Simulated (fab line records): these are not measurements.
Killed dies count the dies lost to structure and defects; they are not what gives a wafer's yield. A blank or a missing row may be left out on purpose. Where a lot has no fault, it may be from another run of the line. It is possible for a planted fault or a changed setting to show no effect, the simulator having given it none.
fab line records | flow nand_harc
[record] lots = 13 wafers = 39 last_day = 32
route steps=1302 shown A_CHANNEL_HOLE_D1@477 A_CHANNEL_FILL_D1@494 A_DECK1_JOINT@518 END@1302
lots with no fault: from the same line, run without faults
start_h: hours from the record's opening day to when the first of the lot's shown wafers began | wait_h: hours since the lot's step before | " repeats the value in the row above | L1.1+2: a single row standing in for several wafers | - no value present, or no start provided | * or withheld: withheld | < > ~ a bound
route shown NAME@n: NAME is a module with steps in the file, n the number in the route of the first one | usual: mean/standard deviation of fault-free wafers | same: alike in all rows | chamber/n: place in a boat | sites: each site's reading | _std_site: standard deviation across them | _edge_site: the outer-site mean with the inner-site mean subtracted | radius_mm: how far each site lies from the wafer's centre | mask NAME#n: copy n | behind: the most recent tool/chamber to have shaped the wafer | hold: cause of the lot's hold/its duration in hours/its outcome | device: which transistor (n, p or np) failed to switch | end of line: tests of these same wafers at the route's end | a step with no rows: only its recipe | killed: not the wafer's yield, but the dies lost to structure and defects at the first sort | map: a wafer's dies, x killed, . not, _ none there
set.NAME: the setting that was run; set.NAME@STEP: the one run at that earlier step | model.NAME: the simulator's own value behind a step, which no gauge read
steps of the route over a sample of lots; a table a step, a row a wafer
services: a tool's chamber out of use, with start hour (start_h, from the record's first day; less than 0 if before it), hours out, and reason
[[steps]]
[step NHARC_A_CHANNEL_HOLE_D1_ETCH_25]
[recipe] bias_v = 5000 source_w = withheld pressure_mtorr = 20 time_s = 1040.2 ar_flow_sccm = 375 c4f8_flow_sccm = 93.8 o2_flow_sccm = 31.2 temp_c = -20 target_depth_a = 15000 chemistry = C4F8/O2/Ar
[usual] drypump_motor_current_A = 5.85/0.14 oes_air_line_au = 1.003/0.02 showerhead_plenum_p_Torr = 3.60/0.14 throttle_valve_pct = 32.235/0.01
// columns lot.wafer tool chamber start_h wait_h drypump_motor_current_A oes_air_line_au rf_hours_counter_h showerhead_plenum_p_Torr throttle_valve_pct
L876.2 har_etch-02 1 179.23 0.6 5.63 1.001 278 3.43 32.249
L876.1 " 0 " " 5.93 1.013 293 3.56 32.235
L876.4 " 1 " " 5.63 1.012 - 3.43 32.257
L878.2 har_etch-01 1 195.41 0.6 5.72 1.034 94 3.54 32.232
L878.1 " 0 " " 6.00 1.035 94 3.72 32.238
L878.4 " 1 " " 5.69 1.001 - 3.54 32.234
L880.2 har_etch-01 0 219.07 0.6 6.01 1.032 109 3.72 32.235
L880.4 " 1 " " 5.80 0.993 - 3.53 32.235
L880.5 " 1 " " 5.75 1.032 - 3.53 32.233
L882.2 har_etch-01 1 238.84 0.6 5.70 0.987 125 3.52 32.225
L882.3 " 0 " " 6.00 1.038 - 3.71 32.229
L882.5 " 0 " " 6.01 1.001 - 3.71 32.227
L883.4 har_etch-01 0 257.35 0.7 5.99 0.986 - 3.71 32.234
L883.5 " 1 " " 5.72 1.020 - 3.52 32.229
L883.6 " 0 " " 5.99 1.000 - 3.71 32.245
L885.2 har_etch-01 1 270.55 0.6 5.75 0.979 136 3.51 32.220
L885.3 " 1 " " 5.73 0.992 - 3.51 32.225
L885.5 " 0 " " 6.03 0.995 - 3.70 32.229
L884.4 har_etch-02 0 272.73 0.7 5.93 1.037 - 3.54 32.241
L884.6 " 0 " " 5.91 0.997 - 3.54 32.252
L884.5 " 1 " " 5.64 0.988 - 3.40 32.237
L886.1 har_etch-01 1 286.11 0.7 5.73 0.994 148 3.51 32.249
L886.2 " 0 " " 6.00 1.009 148 3.69 32.257
L886.6 " 1 " " 5.71 1.018 - 3.51 32.238
L890.2 har_etch-01 0 327.04 0.6 5.99 1.002 171 3.68 32.223
L890.4 " 1 " " 5.72 0.975 - 3.50 32.256
L890.5 " 0 " " 5.99 0.991 - 3.68 32.215
L894.2 har_etch-01 1 360.37 0.6 5.74 0.982 190 3.49 32.233
L894.3 " 1 " " 5.71 0.995 - 3.49 32.248
L894.5 " 1 " " 5.72 1.015 - 3.49 32.215
L895.2 har_etch-01 0 376.93 0.6 6.03 1.030 202 3.67 32.224
L895.3 " 0 " " 6.03 1.007 - 3.67 32.229
L895.6 " 0 " " 5.99 1.020 - 3.67 32.208
L897.2 har_etch-01 1 391.97 0.7 5.74 0.971 209 3.48 32.221
L897.4 " 0 " " 6.00 0.989 - 3.66 32.241
L897.5 " 1 " " 5.75 0.998 - 3.48 32.238
L898.2 har_etch-02 0 402.52 0.6 5.93 1.006 3 3.93 32.237
L898.4 " 0 " " 5.92 0.998 - 3.93 32.230
L898.6 " 1 " " 5.67 0.968 - 3.91 32.252
[step NHARC_A_CHANNEL_FILL_D1_ALD_14]
[recipe] target_thk_a = 25 pulse_time_s = 10 ald_cycles = 25 temp_c = 300 material = SiO2
[usual] heater_power_w = 464/60 precursor_pulse_height_rel = 1.001/0.019
// columns lot.wafer tool chamber start_h wait_h heater_power_w precursor_pulse_height_rel
L876.4 ald_hk-03 1 189.28 0.1 421 0.966
L876.1 " 2 " " 447 0.990
L876.2 " 3 " " 541 0.992
L878.4 ald_hk-03 1 209.96 0.3 411 1.019
L878.1 " 2 " " 459 1.005
L878.2 " 3 " " 528 0.967
L880.2 ald_hk-03 3 229.20 0.1 521 0.990
L880.4 " 0 " " 420 0.999
L880.5 " 2 " " 442 0.998
L882.3 ald_hk-02 0 252.85 1.7 505 0.999
L882.2 " 3 " " 386 0.997
L882.5 " 1 " " 530 1.043
L883.4 ald_hk-02 3 267.00 0.1 391 0.994
L883.6 " 2 " " 535 0.997
L883.5 " 3 " " 392 1.056
L885.3 ald_hk-01 2 280.79 0.1 500 0.991
L885.2 " 3 " " 426 1.007
L885.5 " 0 " " 387 0.963
L884.4 ald_hk-03 1 280.82 0.2 406 1.000
L884.5 " 2 " " 442 1.017
L884.6 " 3 " " 516 1.026
L886.1 ald_hk-01 3 296.20 0.0 420 1.039
L886.2 " 2 " " 509 1.018
L886.6 " 3 " " 425 0.995
L890.2 ald_hk-01 0 337.06 0.1 373 0.985
L890.4 " 1 " " 572 1.013
L890.5 " 0 " " 375 0.947
L894.2 ald_hk-03 1 370.49 0.1 411 1.021
L894.3 " 3 " " 524 0.975
L894.5 " 0 " " 419 1.037
L895.3 ald_hk-03 1 387.00 0.0 422 0.984
L895.2 " 2 " " 443 1.009
L895.6 " 2 " " 436 1.004
L897.2 ald_hk-01 0 401.85 0.0 369 0.984
L897.4 " 2 " " 438 0.999
L897.5 " 0 " " 384 0.970
L898.4 ald_hk-02 2 412.48 0.0 526 0.977
L898.2 " 0 " " 501 0.985
L898.6 " 3 " " 378 1.009
[step NHARC_A_DECK1_JOINT_ETCHBACK_07]
[recipe] target_depth_a = 1050 time_s = 26.9 hbr_flow_sccm = 150 rf_w = 350 icp_w = 350 bias_w = 60 chemistry = HBr
[usual] drypump_motor_current_A = 5.6/0.42 oes_product_au = 0.997/0.01 throttle_valve_pct = 23.265/0.0092
// columns lot.wafer tool chamber start_h wait_h drypump_motor_current_A oes_product_au rf_hours_counter_h throttle_valve_pct
L876.2 rie_si-06 2 231.90 0.1 5.7 0.996 1.0 23.261
L876.4 " 3 " " 5.4 0.996 0.9 23.263
L876.1 " 0 " " 6.2 1.011 0.9 23.271
L878.2 rie_si-05 1 251.99 0.1 5.5 0.982 0.9 23.280
L878.4 " 2 " " 5.9 0.989 0.6 23.249
L878.1 " 0 " " 5.3 1.002 0.9 23.266
L880.2 rie_si-05 1 270.90 0.1 5.5 0.991 1.1 23.270
L880.4 " 2 " " 5.9 0.990 0.8 23.265
L880.5 " 1 " " 5.5 0.976 - 23.250
L882.3 rie_si-05 2 293.87 0.1 5.9 1.001 1.0 23.263
L882.2 " 3 " " 5.3 1.000 1.0 23.251
L882.5 " 1 " " 5.5 0.983 - 23.269
L883.4 rie_si-06 0 307.72 0.1 6.2 1.012 0.4 23.275
L883.6 " 2 " " 5.6 1.007 - 23.266
L883.5 " 3 " " 5.4 1.014 - 23.256
L885.2 rie_si-05 1 323.92 0.1 5.5 0.988 0.0 23.276
L885.3 " 0 " " 5.4 1.020 0.1 23.254
L885.5 " 1 " " 5.5 0.995 - 23.260
L884.4 rie_si-06 3 323.95 0.1 5.4 0.996 0.6 23.263
L884.5 " 1 " " 5.2 0.982 - 23.281
L884.6 " 2 " " 5.6 0.989 - 23.255
L886.1 rie_si-05 1 338.49 0.1 5.5 0.984 0.1 23.259
L886.2 " 2 " " 5.9 0.981 0.1 23.270
L886.6 " 2 " " 5.9 0.991 - 23.274
L890.2 rie_si-05 0 378.00 0.1 5.3 0.998 0.3 23.275
L890.4 " 2 " " 5.9 0.984 0.4 23.254
L890.5 " 0 " " 5.3 0.995 - 23.273
L894.2 rie_si-05 0 413.84 0.1 5.4 1.015 0.6 23.271
L894.3 " 1 " " 5.5 0.983 0.6 23.269
L894.5 " 1 " " 5.5 0.988 - 23.259
L895.2 rie_si-05 2 429.84 0.1 5.9 0.990 0.5 23.281
L895.3 " 0 " " 5.3 1.008 0.7 23.275
L895.6 " 1 " " 5.5 0.984 - 23.258
L897.2 rie_si-05 2 442.70 0.1 5.9 0.999 0.7 23.274
L897.4 " 1 " " 5.5 0.987 0.8 23.270
L897.5 " 2 " " 5.9 0.996 - 23.255
L898.2 rie_si-06 0 454.48 0.1 6.2 1.006 0.1 23.261
L898.4 " 2 " " 5.6 1.002 0.0 23.269
L898.6 " 0 " " 6.2 1.027 - 23.245
[step NHARC_A_DECK1_JOINT_CVD_34]
[recipe] target_thk_a = 200 temp_c = 700 pressure_mtorr = 300 material = SiNx
[usual] pressure_mtorr = 299.9/0.57 spike_tc_bottom_C = 718.7/2.2
// columns lot.wafer tool chamber start_h wait_h pressure_mtorr spike_tc_bottom_C
L876.1 lpcvd-02 0 245.94 - 299.7 723.2
L876.2 " 0 " " 299.3 723.7
L876.4 " 0 " " 299.6 724.4
L878.1 lpcvd-01 1 265.99 - 299.5 717.6
L878.2 " 1 " " 299.8 716.9
L878.4 " 1 " " 300.3 717.5
L880.2 lpcvd-01 1 284.81 - 299.8 716.7
L880.4 " 1 " " 298.9 717.3
L880.5 " 1 " " 299.2 717.1
L882.2 lpcvd-02 1 308.08 - 300.5 720.9
L882.3 " 1 " " 299.7 722.5
L882.5 " 1 " " 299.8 718.1
L883.4 lpcvd-01 1 321.71 - 299.7 715.8
L883.5 " 1 " " 299.8 716.8
L883.6 " 1 " " 299.0 716.0
L884.4 lpcvd-01 0 338.01 - - -
L884.5 " 0 " " - -
L884.6 " 0 " " - -
L885.2 lpcvd-01 0 338.01 - - -
L885.3 " 0 " " - -
L885.5 " 0 " " - -
L886.1 lpcvd-01 0 361.04 - - -
L886.2 " 0 " " - -
L886.6 " 0 " " - -
L890.2 lpcvd-01 0 392.12 - 299.5 718.1
L890.4 " 0 " " 300.2 718.0
L890.5 " 0 " " 300.4 718.2
L894.2 lpcvd-01 0 427.87 - 300.4 720.4
L894.3 " 0 " " 300.5 718.2
L894.5 " 0 " " 300.0 718.3
L895.2 lpcvd-01 0 443.86 - 300.2 720.5
L895.3 " 0 " " 300.5 719.4
L895.6 " 0 " " 300.2 717.5
L897.2 lpcvd-01 1 460.29 - 300.0 716.9
L897.4 " 1 " " 299.7 718.2
L897.5 " 1 " " 298.9 718.0
L898.2 lpcvd-02 1 469.40 - 299.0 719.2
L898.4 " 1 " " 299.6 721.6
L898.6 " 1 " " 300.4 720.1
[step NHARC_END_SORT_01]
[recipe] temp_c = 25
[usual] killed_at_array = 55/15 killed_at_other = 1.0/1.2 killed_at_periphery = 3.4/2.2 killed_dies = 59/15 killed_open = 3.2/2 killed_short = 2.5/1.7
[same] gross_dies = 677
// columns lot.wafer tool chamber start_h wait_h killed_at_array killed_at_other killed_at_periphery killed_dies killed_open killed_short
L885.2 prober-02 0 649.97 2.8 668 3 6 677 5 2
L885.3 prober-02 0 650.77 3.1 668 5 4 677 0 3
L885.5 prober-02 0 652.38 3.7 667 4 6 677 4 0
L884.4 prober-01 0 656.87 3.4 675 0 2 677 3 4
L884.5 prober-01 0 657.67 3.7 676 0 1 677 4 3
L884.6 prober-01 0 658.46 4.0 674 1 2 677 4 2
L886.1 prober-01 0 677.56 2.5 671 0 6 677 2 6
L886.2 prober-01 0 678.37 2.8 673 0 4 677 1 1
L886.6 prober-01 0 681.60 4.0 673 0 4 677 0 1
// killed by level:class
L885.2 A_DECK1_JOINT:area_cvd=606 A_CHANNEL_HOLE_D2:chamber_film_flake=36 A_CONTACT:chamber_film_flake=10 P_GATE:chamber_film_flake=3 THIN_TSV:chamber_film_flake=3 A_CHANNEL_FILL_D2:geometric_particle:open=2 P_ZERO_WELL:chamber_film_flake=2 A_CHANNEL_HOLE_D1:chamber_film_flake=2
L885.3 A_DECK1_JOINT:area_cvd=635 A_CHANNEL_HOLE_D2:chamber_film_flake=13 A_STAIRCASE:chamber_film_flake=5 A_CONTACT:chamber_film_flake=5 THIN_TSV:chamber_film_flake=5 A_CHANNEL_HOLE_D1:chamber_film_flake=4 P_GATE:chamber_film_flake=3 A_DECK1_JOINT:chamber_film_flake=2
L885.5 A_DECK1_JOINT:area_cvd=607 A_CHANNEL_HOLE_D2:chamber_film_flake=40 A_CHANNEL_HOLE_D1:chamber_film_flake=5 THIN_TSV:chamber_film_flake=4 P_ZERO_WELL:chamber_film_flake=3 A_DECK1_JOINT:chamber_film_flake=3 A_STAIRCASE:chamber_film_flake=3 P_GATE:chamber_film_flake=2
L884.4 A_DECK1_JOINT:area_cvd=591 A_CHANNEL_HOLE_D1:chamber_film_flake=33 A_SLIT:chamber_film_flake=30 A_CHANNEL_HOLE_D2:chamber_film_flake=12 A_CHANNEL_HOLE_D2:geometric_particle:short=2 A_STAIRCASE:chamber_film_flake=2 P_M0:geometric_particle:short=1 P_M1:geometric_particle:open=1
L884.5 A_DECK1_JOINT:area_cvd=607 A_SLIT:chamber_film_flake=32 A_CHANNEL_HOLE_D1:chamber_film_flake=13 A_CHANNEL_HOLE_D2:chamber_film_flake=11 A_DECK1_JOINT:chamber_film_flake=2 A_WL_FILL:chamber_film_flake=2 A_ONON_D1:geometric_particle:short=1 A_ONON_D1:geometric_particle:open=1
L884.6 A_DECK1_JOINT:area_cvd=599 A_CHANNEL_HOLE_D1:chamber_film_flake=32 A_SLIT:chamber_film_flake=28 A_CHANNEL_HOLE_D2:chamber_film_flake=5 A_STAIRCASE:chamber_film_flake=2 A_CONTACT:chamber_film_flake=2 P_GATE:geometric_particle:open=1 A_CHANNEL_FILL_D1:geometric_particle:short=1
L886.1 A_DECK1_JOINT:area_cvd=635 A_CHANNEL_HOLE_D2:chamber_film_flake=12 A_CHANNEL_HOLE_D1:chamber_film_flake=4 A_DECK1_JOINT:chamber_film_flake=4 P_GATE:chamber_film_flake=3 A_CONTACT:chamber_film_flake=3 A_SLIT:chamber_film_flake=3 A_WL_FILL:geometric_particle:short=2
L886.2 A_DECK1_JOINT:area_cvd=639 A_CHANNEL_HOLE_D2:chamber_film_flake=15 A_CHANNEL_HOLE_D1:chamber_film_flake=8 P_M1:chamber_film_flake=4 A_CONTACT:chamber_film_flake=3 A_STAIRCASE:chamber_film_flake=2 A_SLIT:chamber_film_flake=2 A_CHANNEL_HOLE_D1:geometric_particle:open=1
L886.6 A_DECK1_JOINT:area_cvd=643 A_CHANNEL_HOLE_D2:chamber_film_flake=13 A_CHANNEL_HOLE_D1:chamber_film_flake=6 A_STAIRCASE:chamber_film_flake=5 P_GATE:chamber_film_flake=3 A_SLIT:chamber_film_flake=3 A_ONON_D2:geometric_particle:short=1 P_M1:chamber_film_flake=1
[[services]]
// columns tool chamber start_h hours kind
ald_hk-02 - 170.02 10.0 pm
rie_si-06 - 186.32 1.7 repair
ald_hk-03 - 212.44 10.0 pm
rie_si-05 2 216.01 11.0 repair
rie_si-05 2 232.31 6.9 repair
rie_si-06 - 249.00 9.0 pm
rie_si-05 - 293.18 0.2 repair
ald_hk-01 - 303.25 10.0 pm
rie_si-05 - 305.00 9.0 pm
rie_si-05 0 305.00 9.0 vent_cycle
rie_si-05 1 305.00 9.0 vent_cycle
rie_si-05 2 305.00 9.0 vent_cycle
rie_si-05 3 305.00 9.0 vent_cycle
rie_si-05 0 314.00 - clean
rie_si-05 1 314.00 - clean
lpcvd-02 - 364.74 2.8 repair
lpcvd-02 - 381.74 7.9 repair
har_etch-02 - 382.62 17.0 pm
lpcvd-02 - 389.68 26.0 pm
rie_si-05 2 389.72 24.9 repair
ald_hk-03 - 390.44 10.0 pm
rie_si-06 - 426.00 9.0 pm
rie_si-06 2 437.67 3.1 repair
rie_si-06 0 466.36 6.1 repair
[[key]]
[first_sign] step = NHARC_A_DECK1_JOINT_CVD_34 reading = tool_record direction = missing
[effect] step = NHARC_END_SORT_01 reading = killed_dies direction = up sigmas = 42 usual = 59 struck = 677
[more_kills_born_at] NHARC_A_DECK1_JOINT_CVD_34@lpcvd-01 = 5562
met_at NHARC_A_DECK1_JOINT_CVD_34
struck_lots L884,L885,L886
later_rows_left_out L884.4,L884.5,L884.6,L885.2,L885.3,L885.5,L886.1,L886.2,L886.6
tester_left_out L884,L885,L886
not_acting_at NHARC_A_CHANNEL_HOLE_D1_ETCH_25,NHARC_A_CHANNEL_FILL_D1_ALD_14,NHARC_A_DECK1_JOINT_ETCHBACK_07
onset_between 321.71 338.01
[fault] kind = skipped_step_whole tool = lpcvd-01 chamber = - onset_h = 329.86 steps = NHARC_A_DECK1_JOINT_CVD_34 scope = struck_lots_only
// tester_left_out: of these lots the tester's yield and bins aren't shown, on N5 and GAA mostly nor the transistor test; their killed dies are dies lost to structure and defects alone, not to doping, threshold or leakage, so they don't give the yield
// later_rows_left_out: the simulator's readings of these wafers behind a module that went badly wrong aren't trusted and aren't shown, but for the sort
